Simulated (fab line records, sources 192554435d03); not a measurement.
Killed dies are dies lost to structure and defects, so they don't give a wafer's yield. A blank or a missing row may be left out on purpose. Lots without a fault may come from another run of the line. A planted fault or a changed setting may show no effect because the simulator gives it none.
Chamber matching | flow n5_finfet | N5_STI_FIN_REVEAL_ETCHBACK_08 on rie_diel-01: 4 sister chambers
The step etches SiO2 in C4F6/O2, target depth 30.5 nm, time 10.167 s. 8 wafers are shown with their chamber, then 8 later ones without.

WAFERS WITH THEIR CHAMBER
wafer  | chamber | rf_vpp_V (V) | showerhead_plenum_p_Torr (Torr)
L074.1 | 1       | 641          | 2.74
L074.3 | 0       | 668          | 3.00
L077.1 | 1       | 643          | 2.73
L080.4 | 0       | 668          | 2.99
L086.1 | 2       | 670          | 3.02
L086.3 | 3       | 677          | 2.91
L086.4 | 3       | 677          | 2.91
L090.1 | 2       | 671          | 3.01

WAFERS WITHOUT THEIR CHAMBER
wafer  | rf_vpp_V (V) | showerhead_plenum_p_Torr (Torr)
L090.3 | 677          | 2.90
L090.5 | 639          | 2.72
L094.1 | 641          | 2.72
L094.5 | 640          | 2.72
L094.6 | 668          | 2.98
L096.1 | 676          | 2.90
L096.5 | 668          | 2.98
L096.6 | 675          | 2.90

WHICH CHAMBER EACH WENT THROUGH
wafer  | from the rows above | in truth
L090.3 | 3                   | 3
L090.5 | 1                   | 1
L094.1 | 1                   | 1
L094.5 | 1                   | 1
L094.6 | 0                   | 0
L096.1 | 3                   | 3
L096.5 | 0                   | 0
L096.6 | 3                   | 3
Placed correctly: 8 of 8. Can't be placed from these rows: 0. Placed wrongly: 0.
How it was worked out, from the rows above alone: a wafer's distance from a chamber is the root of the sum, over the readings, of the square of ((its reading less the chamber's mean) divided by the reading's scatter). The wafer belongs to the nearest chamber; if the next one is less than 2 further off, it can't be placed. A chamber's mean is the mean of its shown wafers. The scatter: the root of (the sum of the squares of (reading less its chamber's mean) over the shown wafers, divided by (wafers less chambers)).
